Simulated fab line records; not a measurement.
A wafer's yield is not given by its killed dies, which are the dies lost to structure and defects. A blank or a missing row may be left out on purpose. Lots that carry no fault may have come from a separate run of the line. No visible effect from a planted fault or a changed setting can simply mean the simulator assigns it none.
Chamber matching -- flow n5Finfet -- N5_BEOL_M0_SAQP_ETCH_84 on rieDiel-06 has 4 sister chambers
The step etches SOC in N2/H2, target depth 100 nm, overetch 20 nm, time 150 s. 14 wafers are shown with their chamber, then 7 later ones without.

WAFERS PAIRED WITH THEIR CHAMBERS
wafer,chamber,drypumpMotorCurrentA (A),throttleValvePct (%),oesProductAu (a.u.)
L074.2,1,5.66,17.91,0.69
L074.3,3,5.89,17.62,0.70
L074.5,1,5.64,17.94,0.68
L085.3,0,5.57,17.64,0.79
L085.4,0,5.56,17.65,0.79
L085.5,2,5.34,18.33,0.61
L086.2,3,5.89,17.65,0.70
L086.4,2,5.36,18.34,0.61
L086.6,2,5.35,18.36,0.61
L089.1,1,5.64,17.96,0.68
L089.2,0,5.57,17.65,0.78
L089.6,3,5.86,17.67,0.68
L094.1,3,5.88,17.69,0.67
L094.3,1,5.65,17.98,0.67

SIGNATURES (means of the wafers above)
reading,chamber 0,chamber 1,chamber 2,chamber 3,scatter within a chamber
drypumpMotorCurrentA,5.5667,5.6475,5.3500,5.8800,0.0107
throttleValvePct,17.6467,17.9475,18.3433,17.6575,0.0243
oesProductAu,0.7867,0.6800,0.6100,0.6875,0.0097
Rule: for a wafer and a chamber, the distance is found by dividing, reading by reading, the gap between the wafer's reading and the chamber's mean by the reading's scatter, squaring, summing and taking the root. If the next closest chamber is less than 2 further off than the closest, the wafer can't be placed; otherwise it belongs to the closest. The scatter: the root of (the sum of the squares of (reading less its chamber's mean) over the shown wafers, divided by (wafers less chambers)).

WAFERS MISSING THEIR CHAMBER
wafer,drypumpMotorCurrentA (A),throttleValvePct (%),oesProductAu (a.u.)
L094.5,5.58,17.67,0.78
L095.4,5.57,17.68,0.77
L095.5,5.86,17.68,0.67
L095.6,5.66,18.00,0.66
L097.2,5.33,17.85,0.84
L097.3,5.89,17.70,0.67
L097.5,5.57,17.68,0.76

WHICH CHAMBER EACH ONE RAN IN
wafer,from the rows above,in truth
L094.5,0,0
L095.4,0,0
L095.5,3,3
L095.6,1,1
L097.2,0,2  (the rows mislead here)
L097.3,3,3
L097.5,0,0
Placed correctly: 6 of 7. Number that these rows cannot place: 0. Placed wrongly: 1.
